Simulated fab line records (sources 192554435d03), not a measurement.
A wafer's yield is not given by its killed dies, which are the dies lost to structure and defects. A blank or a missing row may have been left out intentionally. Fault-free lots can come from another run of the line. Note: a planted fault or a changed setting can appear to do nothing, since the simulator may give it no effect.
fab line records + flow n5_finfet
record
- lots=5
- wafers=15
- last_day=16
route steps=1938 shown WELL_APT@46 PMOS_HMC_CHANNEL_EPI@57 SD_EPI_N@284 BEOL_M4@1111 PASSIVATION@1936
lots untouched by any fault: they come from a run of this same line in which no faults occurred
start_h: start of the lot's first displayed wafer, in hours after the record's first day + wait_h: how many hours have passed since the lot's step before this one + " repeats the value in the row above + L1.1+2: a row that stands for several wafers + - either no value or no given start + * or withheld: withheld + < > ~ a bound
route shown NAME@n: NAME is a module with steps in the file, n the number in the route of the first one + usual: mean/standard deviation taken from wafers without a fault + same: alike in all rows + chamber/n: place in a boat + sites: readings site by site + _std_site: the standard deviation of these + _edge_site: inner sites' mean taken away from outer sites' mean + radius_mm: for every site, how far away it sits from the centre of the wafer + mask NAME#n: copy n + behind: the most recent tool/chamber to have shaped the wafer + hold: cause of the lot's hold/its duration in hours/its outcome + device: the transistor (n, p or np) that didn't switch + end of line: the same wafers' tests at the end of the route + step lacking rows: just its recipe + killed: the dies lost at the first sort to structure and to defects; this is not the yield of the wafer + map: per-die view of a wafer (x killed, . not killed, _ where there is no die)
set.NAME: the setting the step ran with; set.NAME@STEP: the setting that earlier step ran with + model.NAME: the simulator's own value behind a step, which no gauge read
lots at selected steps of the route; one table per step, one row per wafer
services: from which hour (start_h, from the record's first day; less than 0 if before it) a tool's chamber was out of use, for how many hours, and why
## steps
# step N5_WELL_APT_DESCUM_30
# recipe
- chemistry=O2
- time_s=7.9
- source_power_w=50
- bias_power_w=20
- pressure_mtorr=20
- rf_frequency_hz=2.712e+07
- temp_c=40
- o2_flow_sccm=225
# step N5_WELL_APT_IMPLANT_31
# recipe
- species=B
- energy_kev=60
- dose_cm2=1.5e+13
- tilt_deg=0
- rotation_deg=0
# step N5_WELL_APT_IMPLANT_32
# recipe
- species=BF2
- energy_kev=50
- dose_cm2=2e+13
- tilt_deg=0
- rotation_deg=0
# step N5_WELL_APT_STRIP_33
# recipe
- chemistry=SPM
- time_s=900
- temp_c=130
- h2so4_h2o2_vol_ratio=4
- dry=ipa_marangoni
# step N5_WELL_APT_RTA_34
# recipe
- temp_c=1000
- time_s=10
- ambient=N2
- idle_temp_c=600
- ramp_up_c_per_s=150
- ramp_down_c_per_s=60
- cool_to_c=600
# step N5_WELL_APT_OXIDE_STRIP_42
# recipe
- chemistry=dHF
- dilution=25:1
- time_s=45
- temp_c=25
- target=SiO2
- target_depth_a=120
# step N5_WELL_APT_PRECLEAN_36
# recipe
- chemistry=O3/DIW
- time_s=45
- temp_c=22
- o3_ppm=10
# step N5_WELL_APT_PRECLEAN_39
# recipe
- chemistry=dHF
- time_s=60
- dilution=150:1
- temp_c=25
# step N5_WELL_APT_SRD_37
# recipe
- dry=ipa_marangoni
- do_ppb=5
- time_s=30
- temp_c=23
- rinse_liquid=diw
# step N5_WELL_APT_EPI_41
# recipe
- material=Si
- target_thk_a=500
- temp_c=650
- precursor=SiH4/H2
- pressure_torr=20
- time_s=297.7
# usual
- throttle_valve_pct=11.57/0.25
| lot.wafer | tool         | chamber | start_h | wait_h | throttle_valve_pct | model.Si_of_WELL_APT_EPI_41.thk_nm |
|-----------|--------------|---------|---------|--------|--------------------|------------------------------------|
| L716.2    | epi_rpcvd-01 | 0       | 28.78   | 0.2    | 11.64              | 56.4                               |
| L716.3    | "            | 0       | "       | "      | 11.38              | 56.35                              |
| L716.6    | "            | 0       | "       | "      | 11.79              | 55.6                               |
| L717.2    | epi_rpcvd-01 | 0       | 34.63   | 0.1    | 11.63              | 57.37                              |
| L717.4    | "            | 0       | "       | "      | 11.35              | 57.23                              |
| L717.6    | "            | 0       | "       | "      | 11.36              | 57.38                              |
| L719.2    | epi_rpcvd-01 | 0       | 46.44   | 0.1    | 11.75              | 56.33                              |
| L719.4    | "            | 0       | "       | "      | 11.75              | 56.2                               |
| L719.6    | "            | 0       | "       | "      | 11.88              | 55.08                              |
| L726.2    | epi_rpcvd-04 | 0       | 88.15   | 0.2    | 11.86              | 50.54                              |
| L726.5    | "            | 0       | "       | "      | 11.51              | 49.81                              |
| L726.6    | "            | 0       | "       | "      | 11.73              | 49.55                              |
| L733.1    | epi_rpcvd-01 | 0       | 130.05  | 0.0    | 11.55              | 50.32                              |
| L733.2    | "            | 0       | "       | "      | 11.56              | 49.93                              |
| L733.4    | "            | 0       | "       | "      | 11.59              | 50.17                              |
# step N5_PMOS_HMC_CHANNEL_EPI_HM_DEP_34
# recipe
- material=SiO2
- target_thk_a=360
- temp_c=400
- precursor=TEOS/O2
- pressure_torr=6.5
- rf_w=900
- teos_flow_sccm=161.4
- gas=O2
- flow_sccm=2650
- time_s=6.9
# step N5_PMOS_HMC_CHANNEL_EPI_COAT_31
# recipe
- resist=BARC
- temp_c=205
- time_s=60
- spin_rpm=1500
- resist_thk_nm=66
# step N5_PMOS_HMC_CHANNEL_EPI_COAT_03
# recipe
- resist=CAR-ArF-block
- spin_rpm=1500
- resist_thk_nm=205
# step N5_PMOS_HMC_CHANNEL_EPI_EBR_05
# recipe
- solvent=PGMEA
- ebr_width_mm=1.5
# step N5_PMOS_HMC_CHANNEL_EPI_SOFTBAKE_04
# recipe
- temp_c=110
- time_s=60
- resist=CAR-ArF-block
# step N5_PMOS_HMC_CHANNEL_EPI_EXPOSE_06
# recipe
- mask_id=PMOS_HMC_BLK
- na=1.35
- source_shape=conventional
- sigma_outer=0.8
- polarization=unpolarized
- target_cd_nm=240
- dose_mj=41
# step N5_PMOS_HMC_CHANNEL_EPI_PEB_07
# recipe
- peb_temp_c=110
- peb_time_s=60
- resist=CAR-ArF-block
# step N5_PMOS_HMC_CHANNEL_EPI_DEVELOP_08
# recipe
- develop_time_s=30
- developer=TMAH
- resist=CAR-ArF-block
- dev_temp_c=23
- rinse_liquid=diw
- dry=air_spin
# step N5_PMOS_HMC_CHANNEL_EPI_DESCUM_14
# recipe
- chemistry=O2
- time_s=7.9
- source_power_w=50
- bias_power_w=20
- pressure_mtorr=20
- rf_frequency_hz=2.712e+07
- temp_c=40
- resist=CAR-ArF-block
- o2_flow_sccm=225
# step N5_PMOS_HMC_CHANNEL_EPI_ETCH_32
# recipe
- chemistry=N2/H2
- target=BARC
- stop_on=SiO2
- target_depth_a=858
- over_etch_frac=0.3
- time_s=50.3
- ion_energy_ev=200
- mask_material=CAR-ArF-block
- pressure_mtorr=30
- source_w=840
- bias_w=150
- n2_flow_sccm=200
- h2_flow_sccm=200
# step N5_PMOS_HMC_CHANNEL_EPI_HM_OPEN_15
# recipe
- chemistry=CHF3/O2
- target=SiO2
- mask_material=CAR-ArF-block
- target_depth_a=406
- CHF3_flow_sccm=50
- O2_flow_sccm=5
- Ar_flow_sccm=200
- time_s=20.3
- pressure_mtorr=30
- source_w=650
- bias_w=170
- ion_energy_ev=200
# step N5_PMOS_HMC_CHANNEL_EPI_STRIP_33
# recipe
- chemistry=N2/H2
- power_w=500
- temp_c=40
- pressure_mtorr=50
- rf_frequency_hz=6e+07
- overash_fraction=0.3
- bias_power_w=8
- h2_frac=0.5
- n2_flow_sccm=300
- h2_flow_sccm=300
# step N5_PMOS_HMC_CHANNEL_EPI_STRIP_17
# recipe
- chemistry=SPM
- time_s=750
- temp_c=130
- h2so4_h2o2_vol_ratio=4
- dry=ipa_marangoni
# step N5_PMOS_HMC_CHANNEL_EPI_ETCH_38
# recipe
- chemistry=CF4
- target=SiO2
- target_depth_a=15
- ion_energy_ev=350
- pressure_mtorr=10
- icp_w=800
- bias_w=400
- cf4_flow_sccm=80
# step N5_PMOS_HMC_CHANNEL_EPI_FIN_RECESS_16
# recipe
- chemistry=HBr/Cl2
- target=Si
- mask_material=SiO2
- target_depth_a=540
- time_s=18
- pressure_mtorr=10
- icp_w=800
- bias_w=75
- HBr_flow_sccm=150
- Cl2_flow_sccm=80
# step N5_PMOS_HMC_CHANNEL_EPI_PRECLEAN_36
# recipe
- chemistry=O3/DIW
- time_s=45
- temp_c=22
- o3_ppm=10
# step N5_PMOS_HMC_CHANNEL_EPI_PRECLEAN_18
# recipe
- chemistry=DHF
- time_s=30
- temp_c=25
- dilution=withheld
# step N5_PMOS_HMC_CHANNEL_EPI_SRD_19
# recipe
- dry=ipa_marangoni
- do_ppb=5
- time_s=30
- temp_c=23
- rinse_liquid=diw
# step N5_PMOS_HMC_CHANNEL_EPI_EPI_20
# recipe
- material=SiGe30
- mask_material=SiO2
- pressure_torr=20
- target_thk_a=590
- temp_c=600
# step N5_PMOS_HMC_CHANNEL_EPI_HM_STRIP_35
# recipe
- chemistry=dHF
- temp_c=25
- material=SiO2
- target=SiO2
- target_depth_a=396
- time_s=216
# step N5_PMOS_HMC_CHANNEL_EPI_SRD_39
# recipe
- dry=ipa_marangoni
- time_s=30
- temp_c=23
- rinse_liquid=diw
# step N5_PMOS_HMC_CHANNEL_EPI_CMP_21
# recipe
- material=SiGe30
- post_cmp_clean=alkaline_brush
- target_thk_nm=54
# step N5_PMOS_HMC_CHANNEL_EPI_PRECLEAN_40
# recipe
- chemistry=DHF
- time_s=30
- temp_c=25
- dilution=withheld
# step N5_PMOS_HMC_CHANNEL_EPI_PRECLEAN_37
# recipe
- chemistry=O3/DIW
- time_s=45
- temp_c=22
- o3_ppm=10
# step N5_SD_EPI_N_STRIP_18
# recipe
- chemistry=SPM
- time_s=750
- temp_c=130
- h2so4_h2o2_vol_ratio=4
| lot.wafer | tool         | chamber | start_h | wait_h | model.Si_of_WELL_APT_EPI_41.thk_nm |
|-----------|--------------|---------|---------|--------|------------------------------------|
| L716.2    | wet_bench-02 | 0       | 61.55   | 0.0    | 15.4                               |
| L716.3    | "            | 4       | "       | "      | 15.2                               |
| L716.6    | "            | 2       | "       | "      | 14                                 |
| L717.2    | wet_bench-03 | 4       | 68.46   | 0.0    | 15.6                               |
| L717.4    | "            | 3       | "       | "      | 16.2                               |
| L717.6    | "            | 1       | "       | "      | 16                                 |
| L719.2    | wet_bench-03 | 0       | 79.01   | 0.0    | 14.4                               |
| L719.4    | "            | 7       | "       | "      | 14.8                               |
| L719.6    | "            | 3       | "       | "      | 13.6                               |
| L726.2    | wet_bench-02 | 6       | 126.14  | 0.0    | 8.4                                |
| L726.5    | "            | 2       | "       | "      | 7.4                                |
| L726.6    | "            | 5       | "       | "      | 8.6                                |
| L733.1    | wet_bench-02 | 1       | 164.49  | 0.0    | 9.8                                |
| L733.2    | "            | 6       | "       | "      | 8.2                                |
| L733.4    | "            | 5       | "       | "      | 7.8                                |
# step N5_BEOL_M4_RC_MEAS_101
# usual
- CJ_N=4.32/0.081
- DIBL_N=35.8/1.6
- DIBL_P=36.0/2.1
- IOFF_N=0.153/0.026
- IOFF_P=0.21/0.037
- ION_N=673/11
- ION_P=462/7.6
- RS_PWELL=3006/25
- SS_N=71.4/0.53
- SS_P=73.2/0.67
- VT_N=250/3.2
- VT_P=-250/3.7
| lot.wafer | tool      | chamber | start_h | wait_h | CJ_N | DIBL_N[mV/V] | DIBL_P[mV/V] | IOFF_N[nA/um] | IOFF_P[nA/um] | ION_N[uA/um] | ION_P[uA/um] | RS_PWELL[ohm/sq] | SS_N[mV/dec] | SS_P[mV/dec] | VT_N[mV] | VT_P[mV] |
|-----------|-----------|---------|---------|--------|------|--------------|--------------|---------------|---------------|--------------|--------------|------------------|--------------|--------------|----------|----------|
| L716.2    | prober-01 | 0       | 192.11  | 0.2    | 3.38 | 38.1         | 40.8         | 0.205         | 0.32          | 677          | 470          | 2907             | 72.0         | 74.4         | 248      | -242     |
| L716.3    | "         | 0       | "       | "      | 3.44 | 36.8         | 39.1         | 0.186         | 0.30          | 680          | 472          | 2908             | 72.0         | 73.7         | 250      | -241     |
| L716.6    | "         | 0       | "       | "      | 3.50 | 37.7         | 39.9         | 0.204         | 0.31          | 687          | 477          | 2895             | 72.4         | 73.7         | 245      | -241     |
| L717.2    | prober-02 | 0       | 192.38  | 0.2    | 3.40 | 37.0         | 35.4         | 0.168         | 0.20          | 674          | 461          | 2890             | 71.7         | 73.8         | 252      | -251     |
| L717.4    | "         | 0       | "       | "      | 3.29 | 35.8         | 34.9         | 0.136         | 0.19          | 671          | 451          | 2885             | 71.2         | 72.6         | 253      | -253     |
| L717.6    | "         | 0       | "       | "      | 3.35 | 38.1         | 37.4         | 0.170         | 0.24          | 672          | 463          | 2887             | 72.3         | 73.3         | 253      | -249     |
| L719.2    | prober-02 | 0       | 198.70  | 0.2    | 3.60 | 37.7         | 37.3         | 0.202         | 0.23          | 676          | 461          | 2924             | 72.7         | 73.8         | 246      | -251     |
| L719.4    | "         | 0       | "       | "      | 3.52 | 34.7         | 34.2         | 0.138         | 0.17          | 659          | 457          | 2895             | 71.8         | 72.8         | 252      | -254     |
| L719.6    | "         | 0       | "       | "      | 3.50 | 36.6         | 37.5         | 0.182         | 0.24          | 682          | 464          | 2921             | 72.4         | 73.2         | 248      | -248     |
| L726.2    | prober-02 | 0       | 240.85  | 0.2    | 4.31 | 34.3         | 34.2         | 0.139         | 0.19          | 684          | 462          | 3009             | 71.4         | 72.5         | 250      | -249     |
| L726.5    | "         | 0       | "       | "      | 4.38 | 35.3         | 34.1         | 0.137         | 0.19          | 665          | 462          | 3006             | 70.9         | 72.5         | 252      | -251     |
| L726.6    | "         | 0       | "       | "      | 4.19 | 35.5         | 36.5         | 0.165         | 0.24          | 690          | 473          | 3040             | 71.1         | 73.1         | 246      | -246     |
| L733.1    | prober-01 | 0       | 289.30  | 0.0    | 4.21 | 38.0         | 39.5         | 0.183         | 0.24          | 679          | 465          | 3042             | 72.1         | 74.6         | 252      | -250     |
| L733.2    | "         | 0       | "       | "      | 4.38 | 39.4         | 40.2         | 0.217         | 0.27          | 695          | 469          | 3031             | 72.5         | 74.8         | 249      | -250     |
| L733.4    | "         | 0       | "       | "      | 4.43 | 36.0         | 35.2         | 0.145         | 0.18          | 667          | 454          | 3041             | 71.4         | 73.5         | 251      | -254     |
# step N5_PASSIVATION_PROBE_49
# usual
- defect_limited_yield=91.3/1.5
- killed_at_M0_to_M3=33/12
- killed_at_M4_up=13/5.2
- killed_at_contacts=13/6.7
- killed_at_front_end=40/11
- killed_at_other=4.1/2.7
- killed_dies=103/17
- killed_open=69/13
- killed_short=33/8.4
- sort_bin_5_function=5.1/1
- sort_bin_6_memory=3.2/0.62
- sort_n_pass=1077/17
- sort_yield_pct=91.3/1.5
# same
- gross_dies=1180
- killed_at_back_side=0
- sort_bin_4_leakage[%]=0
- sort_bin_8_speed[%]=0
| lot.wafer | tool      | chamber | start_h | wait_h | defect_limited_yield[%] | killed_at_M0_to_M3 | killed_at_M4_up | killed_at_contacts | killed_at_front_end | killed_at_other | killed_dies | killed_open | killed_short | sort_bin_5_function[%] | sort_bin_6_memory[%] | sort_n_pass | sort_yield_pct[%] |
|-----------|-----------|---------|---------|--------|-------------------------|--------------------|-----------------|--------------------|---------------------|-----------------|-------------|-------------|--------------|------------------------|----------------------|-------------|-------------------|
| L716.2    | prober-02 | -       | 297.97  | 0.1    | 91.0                    | 25                 | 5               | 15                 | 57                  | 4               | 106         | 73          | 33           | 5.4                    | 3.2                  | 1074        | 91.0              |
| L716.3    | prober-02 | -       | 298.02  | 0.1    | 89.8                    | 30                 | 6               | 26                 | 55                  | 3               | 120         | 80          | 40           | 5.3                    | 4.0                  | 1060        | 89.8              |
| L716.6    | prober-02 | -       | 298.17  | 0.3    | 90.8                    | 39                 | 8               | 14                 | 40                  | 7               | 108         | 71          | 36           | 5.6                    | 3.2                  | 1072        | 90.8              |
| L717.2    | prober-02 | -       | 303.85  | 0.1    | 92.5                    | 35                 | 16              | 8                  | 25                  | 4               | 88          | 64          | 22           | 4.7                    | 2.4                  | 1092        | 92.5              |
| L717.4    | prober-02 | -       | 303.95  | 0.2    | 94.2                    | 24                 | 10              | 13                 | 19                  | 3               | 69          | 44          | 25           | 3.6                    | 2.1                  | 1111        | 94.2              |
| L717.6    | prober-02 | -       | 304.05  | 0.3    | 90.4                    | 39                 | 13              | 15                 | 41                  | 5               | 113         | 72          | 41           | 5.1                    | 4.1                  | 1067        | 90.4              |
| L719.2    | prober-01 | -       | 311.96  | 0.1    | 91.3                    | 21                 | 13              | 17                 | 50                  | 2               | 103         | 69          | 34           | 6.0                    | 2.5                  | 1077        | 91.3              |
| L719.4    | prober-01 | -       | 312.06  | 0.2    | 90.7                    | 40                 | 11              | 22                 | 29                  | 8               | 110         | 75          | 33           | 5.5                    | 3.6                  | 1070        | 90.7              |
| L719.6    | prober-01 | -       | 312.16  | 0.3    | 91.4                    | 26                 | 9               | 20                 | 43                  | 3               | 101         | 68          | 31           | 4.4                    | 3.7                  | 1079        | 91.4              |
| L726.2    | prober-01 | -       | 344.05  | 0.1    | 91.9                    | 33                 | 15              | 10                 | 32                  | 5               | 95          | 60          | 35           | 4.8                    | 3.1                  | 1085        | 91.9              |
| L726.5    | prober-01 | -       | 344.20  | 0.2    | 89.7                    | 25                 | 18              | 17                 | 58                  | 3               | 121         | 88          | 33           | 6.0                    | 3.8                  | 1059        | 89.7              |
| L726.6    | prober-01 | -       | 344.25  | 0.3    | 91.7                    | 29                 | 14              | 12                 | 39                  | 4               | 98          | 75          | 23           | 5.8                    | 2.4                  | 1082        | 91.7              |
# killed by level:class
L716.2 FIN_SAQP:geometric_particle:open=23 FIN_SAQP:geometric_particle:short=12 MOL_CONTACT_COAG:geometric_particle:open=11 BEOL_M3:geometric_particle:open=8 GATE_CUT:geometric_particle:short=7 BEOL_M1:geometric_particle:open=6 GATE_CUT:geometric_particle:open=6 BEOL_M0_SAQP:geometric_particle:open=5
L716.3 STI_FIN_REVEAL:geometric_particle:open=24 MOL_CONTACT_COAG:geometric_particle:open=19 FIN_SAQP:geometric_particle:open=9 GATE_CUT:geometric_particle:short=7 BEOL_M3:geometric_particle:open=7 MOL_CONTACT_COAG:geometric_particle:short=7 FIN_SAQP:geometric_particle:short=6 BEOL_M1:geometric_particle:short=5
L716.6 MOL_CONTACT_COAG:geometric_particle:open=13 BEOL_M1:geometric_particle:open=13 FIN_SAQP:geometric_particle:open=12 BEOL_M0_SAQP:geometric_particle:open=11 FIN_SAQP:geometric_particle:short=8 GATE_CUT:geometric_particle:short=6 BEOL_M1:geometric_particle:short=6 STI_FIN_REVEAL:geometric_particle:open=4
L717.2 BEOL_M4:geometric_particle:open=10 BEOL_M0_SAQP:geometric_particle:open=9 BEOL_M2:geometric_particle:open=8 MOL_CONTACT_COAG:geometric_particle:open=7 BEOL_M1:geometric_particle:open=6 FIN_SAQP:geometric_particle:open=5 GATE_CUT:geometric_particle:short=5 BEOL_M0_SAQP:geometric_particle:short=5
L717.4 MOL_CONTACT_COAG:geometric_particle:open=12 BEOL_M0_SAQP:geometric_particle:open=6 BEOL_M0_SAQP:geometric_particle:short=6 BEOL_M4:geometric_particle:open=6 FIN_SAQP:geometric_particle:open=4 BEOL_M2:geometric_particle:open=4 FIN_SAQP:geometric_particle:short=3 STARTING-WAFER:geometric_particle:short=3
L717.6 FIN_SAQP:geometric_particle:short=11 MOL_CONTACT_COAG:geometric_particle:open=11 BEOL_M1:geometric_particle:open=9 STI_FIN_REVEAL:geometric_particle:open=8 BEOL_M0_SAQP:geometric_particle:short=8 FIN_SAQP:geometric_particle:open=6 BEOL_M0_SAQP:geometric_particle:open=6 BEOL_M4:geometric_particle:open=5
L719.2 STI_FIN_REVEAL:geometric_particle:open=13 MOL_CONTACT_COAG:geometric_particle:open=12 BEOL_M0_SAQP:geometric_particle:open=8 STI_FIN_REVEAL:geometric_particle:short=6 FIN_SAQP:geometric_particle:open=5 FIN_SAQP:geometric_particle:short=5 BEOL_M2:geometric_particle:open=5 MOL_CONTACT_COAG:geometric_particle:short=5
L719.4 MOL_CONTACT_COAG:geometric_particle:open=18 BEOL_M0_SAQP:geometric_particle:open=16 BEOL_M0_SAQP:geometric_particle:short=12 STI_FIN_REVEAL:geometric_particle:open=6 GATE_CUT:geometric_particle:short=5 BEOL_M4:geometric_particle:open=5 MOL_CONTACT_COAG:geometric_particle:short=4 BEOL_M0:geometric_particle:open=4
L719.6 MOL_CONTACT_COAG:geometric_particle:open=15 DUMMY_GATE:geometric_particle:open=7 BEOL_M0_SAQP:geometric_particle:short=6 FIN_SAQP:geometric_particle:open=5 FIN_SAQP:geometric_particle:short=5 MOL_CONTACT_COAG:geometric_particle:short=5 GATE_CUT:geometric_particle:short=5 BEOL_M0_SAQP:geometric_particle:open=5
L726.2 BEOL_M4:geometric_particle:open=12 MOL_CONTACT_COAG:geometric_particle:open=8 FIN_SAQP:geometric_particle:open=6 BEOL_M0_SAQP:geometric_particle:short=6 BEOL_M3:geometric_particle:open=6 FIN_SAQP:geometric_particle:short=5 BEOL_M1:geometric_particle:open=5 BEOL_M3:geometric_particle:short=5
L726.5 FIN_SAQP:geometric_particle:open=20 MOL_CONTACT_COAG:geometric_particle:open=14 BEOL_M4:geometric_particle:open=12 STI_FIN_REVEAL:geometric_particle:open=11 GATE_CUT:geometric_particle:short=7 BEOL_M1:geometric_particle:open=6 FIN_SAQP:geometric_particle:short=4 BEOL_M0:geometric_particle:open=4
L726.6 STI_FIN_REVEAL:geometric_particle:open=10 MOL_CONTACT_COAG:geometric_particle:open=9 FIN_SAQP:geometric_particle:open=7 BEOL_M2:geometric_particle:open=7 BEOL_M4:geometric_particle:open=7 GATE_CUT:geometric_particle:open=5 BEOL_M1:geometric_particle:open=5 BEOL_M3:geometric_particle:open=5
## services
| tool         | chamber | start_h | hours | kind   |
|--------------|---------|---------|-------|--------|
| epi_rpcvd-04 | -       | 14.84   | 1.0   | repair |
| wet_bench-02 | -       | 107.12  | 2.6   | repair |
| epi_rpcvd-04 | -       | 112.73  | 2.8   | pm     |
| epi_rpcvd-01 | -       | 134.94  | 2.3   | repair |
| wet_bench-03 | -       | 147.21  | 5.3   | repair |
| wet_bench-03 | -       | 157.16  | 1.3   | repair |
## key
first_sign
- step=N5_BEOL_M4_RC_MEAS_101
- reading=CJ_N
- direction=down
- sigmas=11
- usual=4.32
- struck=3.44
effect
- step=N5_BEOL_M4_RC_MEAS_101
- reading=RS_PWELL
- direction=down
- sigmas=4.1
- usual=3006
- struck=2901
effect
- step=N5_BEOL_M4_RC_MEAS_101
- reading=SS_N
- direction=up
- sigmas=1.2
- usual=71.4
- struck=72.1
model_effect
- step=N5_WELL_APT_EPI_41
- value=Si_of_WELL_APT_EPI_41.thk_nm
- without=50.33
- struck=56.44
model_effect
- step=N5_SD_EPI_N_STRIP_18
- value=Si_of_WELL_APT_EPI_41.thk_nm
- without=8.889
- struck=15.02
met_at N5_WELL_APT_EPI_41
struck_wafers L716.2,L716.3,L716.6,L717.2,L717.4,L717.6,L719.2,L719.4,L719.6
fault
- kind=process_parameter_drift
- tool=epi_rpcvd-01
- chamber=-
- onset_h=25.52
- steps=N5_WELL_APT_EPI_41
- channel=target_thk_a
- offset=*
- shape=step
- end_h=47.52
- acts_in=*
- stated=*
